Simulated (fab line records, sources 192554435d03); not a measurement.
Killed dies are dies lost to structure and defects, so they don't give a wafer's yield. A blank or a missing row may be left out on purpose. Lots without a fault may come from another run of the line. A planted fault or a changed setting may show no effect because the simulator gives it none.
A struck lot beside a sound one | flow n5_finfet | 14 steps out of a route of 1938
Sound: wafers L627.1, L627.3, L627.6. Struck: wafer L629.5. (L629.2 of the same lot was not struck and is left out.) The cause comes at the end.
At each step with rows: each side's tool, then ch and its chambers, then its first start. Under that, the readings that differ: sound wafers | struck wafers | difference of the means | sigmas: that difference in standard deviations of wafers without a fault.
alike: readings whose means differ by less than 2 such deviations, and words and numbers that are the same on both sides. not compared: withheld readings, readings that some wafer has no value for, bounds like >300 that may hide the same value, and numbers for which the record gives no deviation and whose values overlap.
The two part at a step that has a row with sigmas, a row that says differs or no value, or rows on one side only. Numbers that don't overlap but have no deviation are shown without sigmas and don't part them. A reading that every wafer of one side lacks parts them only if that side has two wafers or more.

first, 3 steps without rows for these wafers: N5_BEOL_M15_SPUTTER_45 (material Cu, target thk 100 nm, time 16.67 s); N5_BEOL_M15_ECD_47 (material Cu, target thk 1860 nm); N5_BEOL_M15_ANNEAL_48 (time 90 s).
N5_BEOL_M15_CMP_49: polishes, stops on SiO2, t overpolish 4.9 s, target thk 850 nm.
  sound on cmp-03 ch 0,1,2, day 13 13:17; struck on cmp-01 ch 1, day 14 05:27
  reading                      | sound             | struck | difference | sigmas
  barrier_field_endpoint_s (s) | 10.91 11.05 11.04 | 12.03  | +1.03      | +4
  alike: clearing_platen_down_force_psi, motor_current_A, overpolish_run_s
N5_BEOL_M15_THK_MEAS_50: measures by xrf.
  sound on film_metro-02, day 13 13:30; struck on film_metro-02, day 14 05:43
  alike: M15_THK
then, 1 step without rows for these wafers: N5_BEOL_M15_PRE_CLEAN_52 (time 15 s).
N5_BEOL_M15_DEP_53: deposits SiCN from 3MS/NH3, target thk 50 nm, time 17.8 s.
  sound on pecvd-01 ch 0,1, day 13 13:34; struck on pecvd-03 ch 1, day 14 05:46
  reading                         | sound             | struck | difference | sigmas
  showerhead_plenum_p_Torr (Torr) | 4.155 4.146 4.147 | 4.201  | +0.052     | +3
  throttle_valve_pct (%)          | 18.9 20.2 19.9    | 17.7   | -2.0       | -2
N5_BEOL_M15_RS_MEAS_54: measures by four-point-probe.
  sound on film_metro-01, day 13 13:37; struck on film_metro-02, day 14 05:50
  alike: M15_RS
N5_BEOL_M15_INSPECT_55: inspects for defects (darkfield).
  sound on defect_inspect-01, day 13 13:39; struck on defect_inspect-01, day 14 05:52
  alike: raw_defect_count
N5_BEOL_M15_RC_MEAS_101:
  sound on prober-02 ch 0, day 13 13:41; struck on prober-01 ch 0, day 14 06:23
  reading           | sound                   | struck  | difference | sigmas
  COMB_M15 (S/m)    | 4.3e-12 2.8e-12 4.2e-12 | 2.5e-12 | -1.3e-12   | -2
  SERP_M11 (ohm/um) | 2.95 3.07 3.01          | 3.15    | +0.14      | +2
  SERP_M8 (ohm/um)  | 13.8 13.1 14.0          | 14.7    | +1.1       | +2
  alike: COMB_M10, COMB_M11, COMB_M12, COMB_M13, COMB_M14, COMB_M15_max_site, COMB_M5, COMB_M6, COMB_M7, COMB_M8, COMB_M8_max_site, COMB_M9, SERP_M10, SERP_M12, SERP_M13, SERP_M14, SERP_M5, SERP_M6, SERP_M7, SERP_M7_max_site, SERP_M9
N5_PASSIVATION_PECVD_00: deposits SiO2 from SiH4/N2O, target thk 200 nm, time 11.2 s.
  sound on pecvd-02 ch 0,2, day 13 14:38; struck on pecvd-04 ch 2, day 14 07:12
  alike: heater_power_w, showerhead_plenum_p_Torr, throttle_valve_pct
N5_MIM_BOT_DEGAS_01: time 60 s.
  sound on pvd_sputter-03, day 13 16:47; struck on pvd_sputter-03, day 14 07:21
  alike: heater_power_w
N5_MIM_BOT_SPUTTER_00: material TiN, target thk 35 nm, time 89.7 s.
  sound on pvd_sputter-03, day 13 16:49; struck on pvd_sputter-03, day 14 07:23
  reading                                     | sound          | struck | difference | sigmas
  model.TiN_of_MIM_BOT_SPUTTER_00.thk_nm (nm) | 35.2 35.2 35.4 | 30     | -5         |
  alike: chamber_pressure_pa, throttle_valve_pct
N5_MIM_TOP_ALD_00: deposits Al2O3, purge time 3 s, co reactant pulse time 3 s.
  sound on ald_hk-01 ch 1,2, day 13 16:55; struck on ald_hk-03 ch 1, day 14 07:29
  alike: precursor_pulse_height_rel

WHERE THEY PART
First at N5_BEOL_M15_CMP_49; last, within this record, at N5_BEOL_M15_RC_MEAS_101. Later steps at which nothing parts them and some readings are alike: N5_PASSIVATION_PECVD_00, N5_MIM_BOT_DEGAS_01, N5_MIM_BOT_SPUTTER_00, N5_MIM_TOP_ALD_00.

WHY: what the simulator had put in
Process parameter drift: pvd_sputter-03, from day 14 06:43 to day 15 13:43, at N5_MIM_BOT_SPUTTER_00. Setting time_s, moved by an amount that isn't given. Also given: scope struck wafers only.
